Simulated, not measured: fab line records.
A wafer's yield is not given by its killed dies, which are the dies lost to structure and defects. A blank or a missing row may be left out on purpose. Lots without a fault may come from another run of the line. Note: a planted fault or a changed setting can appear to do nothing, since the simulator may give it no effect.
The same fault as seen by 2 desks + flow n5_finfet + numbers are kept per desk, each desk with only its own; the story behind them comes last

== AT THE TOOL OWNER'S DESK: rie_diel-06 ==
The tool's own readings at N5_BEOL_M5_TRENCH_ETCH_37 (etches SiCOH lowk in C4F6/O2, target depth 71.652 nm, time 24.7 s): means of the sampled wafers that have a number, for each lot that ran on this tool. If a lot's mean is further than 4 standard deviations from the usual mean, the lot is out of limits and carries the mark OUT (the distance appears in the brackets).
Columns: A = chamber_pressure_mTorr at N5_BEOL_M5_TRENCH_ETCH_37, usual 30.000 mTorr; B = drypump_motor_current_A at N5_BEOL_M5_TRENCH_ETCH_37, usual 5.8 A; C = oes_product_au at N5_BEOL_M5_TRENCH_ETCH_37, usual 0.80 a.u.; D = rf_vpp_V at N5_BEOL_M5_TRENCH_ETCH_37, usual 663 V; E = showerhead_plenum_p_Torr at N5_BEOL_M5_TRENCH_ETCH_37, usual 2.87 Torr; F = throttle_valve_pct at N5_BEOL_M5_TRENCH_ETCH_37, usual 20.95 %
| lot  | first seen here | A      | B   | C    | D   | E    | F     |
|------|-----------------|--------|-----|------|-----|------|-------|
| L422 | day 9 19:05     | 30.014 | 5.9 | 0.80 | 661 | 2.79 | 20.82 |
| L424 | day 10 14:09    | 30.010 | 5.9 | 0.80 | 660 | 2.79 | 20.83 |
| L428 | day 11 00:34    | 29.962 | 5.9 | 0.79 | 663 | 2.82 | 20.89 |
| L425 | day 11 01:03    | 30.008 | 5.9 | 0.79 | 665 | 2.82 | 20.89 |
| L430 | day 11 18:56    | 30.014 | 5.9 | 0.80 | 660 | 2.78 | 20.84 |
This desk's verdict: no lot among the 5 shows anything out of limits.

== FROM THE METROLOGY DESK ==
Lot by lot, what the gauges showed, no matter which tool ran the lot: averages of those sampled wafers that carry a number. If a lot's mean is further than 4 standard deviations from the usual mean, the lot is out of limits and carries the mark OUT (the distance appears in the brackets). It has 28 readings; the 7 that lie furthest out on some lot are the ones shown.
Columns: A = trench_depth_nm at N5_BEOL_M5_OCD_MEAS_38, usual 71.5 nm; B = COMB_M15 at N5_BEOL_M15_RC_MEAS_101, usual 2.9e-12 S/m; C = COMB_M5 at N5_BEOL_M15_RC_MEAS_101, usual 3.6e-11 S/m; D = COMB_M6 at N5_BEOL_M15_RC_MEAS_101, usual 2.6e-11 S/m; E = SERP_M11_max_site at N5_BEOL_M15_RC_MEAS_101, usual 3.18 ohm/um; F = SERP_M12 at N5_BEOL_M15_RC_MEAS_101, usual 0.639 ohm/um; G = SERP_M5 at N5_BEOL_M15_RC_MEAS_101, usual 38.9 ohm/um
| lot  | first seen here | A    | B       | C       | D       | E    | F     | G    |
|------|-----------------|------|---------|---------|---------|------|-------|------|
| L422 | day 9 18:26     | 71.0 | 3.2e-12 | 3.4e-11 | 2.6e-11 | 3.15 | 0.639 | 38.4 |
| L424 | day 10 13:08    | 71.8 | 3.7e-12 | 3.1e-11 | 2.6e-11 | 3.13 | 0.638 | 39.4 |
| L428 | day 11 00:13    | 74.1 | 3.4e-12 | 4.2e-11 | 2.6e-11 | 3.21 | 0.666 | 37.8 |
| L425 | day 11 00:23    | 73.8 | 2.5e-12 | 2.5e-11 | 2.4e-11 | 3.22 | 0.622 | 37.0 |
| L430 | day 11 18:10    | 73.9 | 4.0e-12 | 2.5e-11 | 2.7e-11 | 3.31 | 0.635 | 37.1 |
| L437 | day 13 03:28    | 71.0 | 2.8e-12 | 3.2e-11 | 2.7e-11 | 3.15 | 0.640 | 40.8 |
| L440 | day 13 23:37    | 71.2 | 2.7e-12 | 4.9e-11 | 3.7e-11 | 3.10 | 0.633 | 39.7 |
This desk's verdict: no lot among the 7 shows anything out of limits.

== TAKEN TOGETHER ==
The tool owner's desk saw nothing out of limits.
The metrology desk saw nothing out of limits.

== WHAT THE SIMULATOR HAD PUT IN ==
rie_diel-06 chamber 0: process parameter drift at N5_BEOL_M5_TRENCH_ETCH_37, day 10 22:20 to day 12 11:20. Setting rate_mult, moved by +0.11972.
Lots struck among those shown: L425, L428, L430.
